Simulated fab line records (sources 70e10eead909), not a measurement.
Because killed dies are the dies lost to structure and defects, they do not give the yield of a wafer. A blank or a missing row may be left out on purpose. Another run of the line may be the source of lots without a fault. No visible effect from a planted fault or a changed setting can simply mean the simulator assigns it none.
Check for tools in common || flow nandHarc || 12 lots and 36 wafers in the sample

== WHY IT WAS OPENED ==
At NHARC_END_SORT_01 the reading killedAtPeriphery is flagged on 2 of 12 lots. Wafers without a fault read 4.3, standard deviation 2.8.
Rule: a lot gets a flag if all its wafers with a number sit over 4 standard deviations from that mean, or if no wafer of it has a number. All remaining lots are regarded as sound.

{"lot": "L949", "measured": "day 23 20:02", "on": "prober-02", "killedAtPeriphery, wafer by wafer": "2 2 5", "flag": ""}
{"lot": "L952", "measured": "day 25 17:53", "on": "prober-01", "killedAtPeriphery, wafer by wafer": "7 8 5", "flag": ""}
{"lot": "L954", "measured": "day 26 00:02", "on": "prober-01", "killedAtPeriphery, wafer by wafer": "6 4 5", "flag": ""}
{"lot": "L959", "measured": "day 31 01:17", "on": "prober-02", "killedAtPeriphery, wafer by wafer": "3 3 5", "flag": ""}
{"lot": "L962", "measured": "day 32 00:43", "on": "prober-02", "killedAtPeriphery, wafer by wafer": "614 622 612", "flag": "FLAGGED"}
{"lot": "L966", "measured": "day 32 08:30", "on": "prober-02", "killedAtPeriphery, wafer by wafer": "1 4 4", "flag": ""}
{"lot": "L963", "measured": "day 32 17:01", "on": "prober-01", "killedAtPeriphery, wafer by wafer": "600 607 608", "flag": "FLAGGED"}
{"lot": "L964", "measured": "day 33 00:08", "on": "prober-01", "killedAtPeriphery, wafer by wafer": "3 0 2", "flag": ""}
{"lot": "L967", "measured": "day 33 07:05", "on": "prober-02", "killedAtPeriphery, wafer by wafer": "6 3 3", "flag": ""}
{"lot": "L968", "measured": "day 33 07:53", "on": "prober-01", "killedAtPeriphery, wafer by wafer": "1 2 0", "flag": ""}
{"lot": "L970", "measured": "day 33 16:25", "on": "prober-01", "killedAtPeriphery, wafer by wafer": "8 14 12", "flag": ""}
{"lot": "L971", "measured": "day 34 00:19", "on": "prober-02", "killedAtPeriphery, wafer by wafer": "2 2 4", "flag": ""}
Flagged lots average 610.5: +606.2 relative to the usual, that is +99 or more standard deviations.

== WHICH TOOL RAN EACH LOT ==
Before the reading, the record contains 3 process steps out of a 1302-step route. In each cell: the tool, then ch and the chambers that the sampled wafers went through, then the start.
{"lot": "L949", "flag": "", "NHARC_P_ZERO_WELL_DESCUM_26": "rieDiel-03 ch 0,1,2, day 1 22:46", "NHARC_P_ZERO_WELL_DESCUM_39": "rieDiel-04 ch 0,1,2, day 2 00:16", "NHARC_P_ZERO_WELL_IMPLANT_61": "implanter-02 ch 0, day 2 02:07"}
{"lot": "L952", "flag": "", "NHARC_P_ZERO_WELL_DESCUM_26": "rieDiel-03 ch 1,3, day 3 04:48", "NHARC_P_ZERO_WELL_DESCUM_39": "rieDiel-04 ch 0,2, day 3 06:19", "NHARC_P_ZERO_WELL_IMPLANT_61": "implanter-01 ch 0, day 3 08:20"}
{"lot": "L954", "flag": "", "NHARC_P_ZERO_WELL_DESCUM_26": "rieDiel-03 ch 2,3, day 4 00:43", "NHARC_P_ZERO_WELL_DESCUM_39": "rieDiel-04 ch 1,2, day 4 02:14", "NHARC_P_ZERO_WELL_IMPLANT_61": "implanter-01 ch 0, day 4 04:14"}
{"lot": "L959", "flag": "", "NHARC_P_ZERO_WELL_DESCUM_26": "rieDiel-10 ch 0,1,3, day 6 02:38", "NHARC_P_ZERO_WELL_DESCUM_39": "rieDiel-03 ch 0,1,2, day 6 04:17", "NHARC_P_ZERO_WELL_IMPLANT_61": "implanter-02 ch 0, day 6 06:07"}
{"lot": "L962", "flag": "FLAGGED", "NHARC_P_ZERO_WELL_DESCUM_26": "rieDiel-04 ch 1,2,3, day 7 08:48", "NHARC_P_ZERO_WELL_DESCUM_39": "rieDiel-03 ch 1,2,3, day 7 10:26", "NHARC_P_ZERO_WELL_IMPLANT_61": "implanter-01, day 7 12:25"}
{"lot": "L966", "flag": "", "NHARC_P_ZERO_WELL_DESCUM_26": "rieDiel-03 ch 1,2,3, day 9 00:50", "NHARC_P_ZERO_WELL_DESCUM_39": "rieDiel-10 ch 0,1, day 9 02:32", "NHARC_P_ZERO_WELL_IMPLANT_61": "implanter-01 ch 0, day 9 04:30"}
{"lot": "L963", "flag": "FLAGGED", "NHARC_P_ZERO_WELL_DESCUM_26": "rieDiel-03 ch 0,2, day 7 18:30", "NHARC_P_ZERO_WELL_DESCUM_39": "rieDiel-04 ch 1,2,3, day 7 20:01", "NHARC_P_ZERO_WELL_IMPLANT_61": "implanter-01, day 7 21:52"}
{"lot": "L964", "flag": "", "NHARC_P_ZERO_WELL_DESCUM_26": "rieDiel-10 ch 0,1,2, day 8 04:44", "NHARC_P_ZERO_WELL_DESCUM_39": "rieDiel-03 ch 0,1,2, day 8 06:24", "NHARC_P_ZERO_WELL_IMPLANT_61": "implanter-01 ch 0, day 8 08:37"}
{"lot": "L967", "flag": "", "NHARC_P_ZERO_WELL_DESCUM_26": "rieDiel-10 ch 2,3, day 9 10:48", "NHARC_P_ZERO_WELL_DESCUM_39": "rieDiel-03 ch 0,3, day 9 12:29", "NHARC_P_ZERO_WELL_IMPLANT_61": "implanter-02 ch 0, day 9 14:30"}
{"lot": "L968", "flag": "", "NHARC_P_ZERO_WELL_DESCUM_26": "rieDiel-03 ch 2,3, day 9 21:49", "NHARC_P_ZERO_WELL_DESCUM_39": "rieDiel-04 ch 2,3, day 9 23:29", "NHARC_P_ZERO_WELL_IMPLANT_61": "implanter-01 ch 0, day 10 01:20"}
{"lot": "L970", "flag": "", "NHARC_P_ZERO_WELL_DESCUM_26": "rieDiel-04 ch 1,2,3, day 10 16:38", "NHARC_P_ZERO_WELL_DESCUM_39": "rieDiel-04 ch 1,2, day 10 18:25", "NHARC_P_ZERO_WELL_IMPLANT_61": "implanter-01 ch 0, day 10 20:24"}
{"lot": "L971", "flag": "", "NHARC_P_ZERO_WELL_DESCUM_26": "rieDiel-04 ch 0,2,3, day 11 02:46", "NHARC_P_ZERO_WELL_DESCUM_39": "rieDiel-03 ch 1,2, day 11 04:24", "NHARC_P_ZERO_WELL_IMPLANT_61": "implanter-01 ch 0, day 11 06:43"}
These steps, and what they do:
- NHARC_P_ZERO_WELL_DESCUM_26: chemistry O2, time 3 s.
- NHARC_P_ZERO_WELL_DESCUM_39: chemistry O2, time 3 s.
- NHARC_P_ZERO_WELL_IMPLANT_61
- NHARC_END_SORT_01

== FLAGGED OVER TOTAL, TOOL BY TOOL (the gauges that took the reading come last) ==
{"step": "NHARC_P_ZERO_WELL_DESCUM_26", "tool": "rieDiel-03", "lots run": 6, "flagged": 1, "share of the flagged lots": "some", "sound lots run after its first flagged lot": "2 (L966,L968)"}
{"step": "NHARC_P_ZERO_WELL_DESCUM_26", "tool": "rieDiel-04", "lots run": 3, "flagged": 1, "share of the flagged lots": "some", "sound lots run after its first flagged lot": "2 (L970,L971)"}
{"step": "NHARC_P_ZERO_WELL_DESCUM_26", "tool": "rieDiel-10", "lots run": 3, "flagged": 0, "share of the flagged lots": "none", "sound lots run after its first flagged lot": "-"}
{"step": "NHARC_P_ZERO_WELL_DESCUM_39", "tool": "rieDiel-03", "lots run": 5, "flagged": 1, "share of the flagged lots": "some", "sound lots run after its first flagged lot": "3 (L964,L967,L971)"}
{"step": "NHARC_P_ZERO_WELL_DESCUM_39", "tool": "rieDiel-04", "lots run": 6, "flagged": 1, "share of the flagged lots": "some", "sound lots run after its first flagged lot": "2 (L968,L970)"}
{"step": "NHARC_P_ZERO_WELL_DESCUM_39", "tool": "rieDiel-10", "lots run": 1, "flagged": 0, "share of the flagged lots": "none", "sound lots run after its first flagged lot": "-"}
{"step": "NHARC_P_ZERO_WELL_IMPLANT_61", "tool": "implanter-01", "lots run": 9, "flagged": 2, "share of the flagged lots": "all", "sound lots run after its first flagged lot": "5 (L964,L966,L968,L970,L971)"}
{"step": "NHARC_P_ZERO_WELL_IMPLANT_61", "tool": "implanter-02", "lots run": 3, "flagged": 0, "share of the flagged lots": "none", "sound lots run after its first flagged lot": "-"}
{"step": "NHARC_END_SORT_01", "tool": "prober-01", "lots run": 6, "flagged": 1, "share of the flagged lots": "some", "sound lots run after its first flagged lot": "3 (L964,L968,L970)"}
{"step": "NHARC_END_SORT_01", "tool": "prober-02", "lots run": 6, "flagged": 1, "share of the flagged lots": "some", "sound lots run after its first flagged lot": "3 (L966,L967,L971)"}

== WHAT THE TABLE PERMITS ==
In the table, 1 row covers all flagged lots: implanter-01 at NHARC_P_ZERO_WELL_IMPLANT_61.
- implanter-01 at NHARC_P_ZERO_WELL_IMPLANT_61 ran 9 lots, 2 of them flagged. Sound lots ran on it after the first flagged one (L964, L966, L968, L970, L971), which a lasting fault on the whole tool wouldn't allow. On the flagged lots its readings are blank where sound lots have values: beamEnergyKeV, beamOnS.
No row of the table ran every flagged lot and no sound lot after the first.

== WHAT THE SIMULATOR HAD PUT IN ==
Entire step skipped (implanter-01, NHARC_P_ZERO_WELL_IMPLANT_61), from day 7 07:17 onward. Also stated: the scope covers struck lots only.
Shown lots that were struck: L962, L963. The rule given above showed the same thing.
